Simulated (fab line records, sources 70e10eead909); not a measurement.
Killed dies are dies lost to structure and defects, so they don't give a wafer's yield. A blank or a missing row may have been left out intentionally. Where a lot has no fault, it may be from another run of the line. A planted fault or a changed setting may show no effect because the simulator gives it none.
Chamber matching ; flow nand harc ; 4 sister chambers for NHARC_P_GATE_DESCUM_13 on rie diel-01
The step chemistry O2, time 3 s. 4 wafers are shown with their chamber, then 10 later ones without.

WAFERS PAIRED WITH THEIR CHAMBERS
wafer;chamber;oes product au (a.u.)
L085.1;1;0.993
L085.3;2;1.001
L091.1;3;1.014
L091.2;0;1.000

WAFERS WITHOUT THEIR CHAMBER
wafer;oes product au (a.u.)
L091.3;1.020
L090.2;0.996
L090.4;1.000
L090.5;0.997
L094.1;0.998
L094.2;1.011
L094.3;1.008
L096.2;1.006
L096.3;0.997
L096.6;0.997

WHICH CHAMBER EACH WENT THROUGH
wafer;from the rows above;in truth
L091.3;3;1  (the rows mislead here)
L090.2;can't be placed: 1 or 0 or 2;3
L090.4;can't be placed: 0 or 2 or 1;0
L090.5;can't be placed: 0 or 2 or 1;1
L094.1;can't be placed: 0 or 2 or 1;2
L094.2;can't be placed: 3 or 2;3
L094.3;can't be placed: 3 or 2 or 0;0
L096.2;can't be placed: 2 or 0 or 3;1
L096.3;can't be placed: 0 or 2 or 1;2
L096.6;can't be placed: 0 or 2 or 1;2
Correct placement for 0 of the 10. Unplaceable from these rows: 9, with the true chamber sitting among the candidates in 7. Number placed wrongly: 1.
How it was worked out, from the rows above alone: a wafer's distance from a chamber is the root of the sum, over the readings, of the square of ((its reading less the chamber's mean) divided by the reading's scatter). If the next closest chamber is less than 2 further off than the closest, the wafer can't be placed; otherwise it belongs to the closest. The mean given for a chamber averages the wafers shown for that chamber. The scatter: with one shown wafer a chamber, the root of the mean of the squares of how far each hidden wafer lies from its nearest shown one.
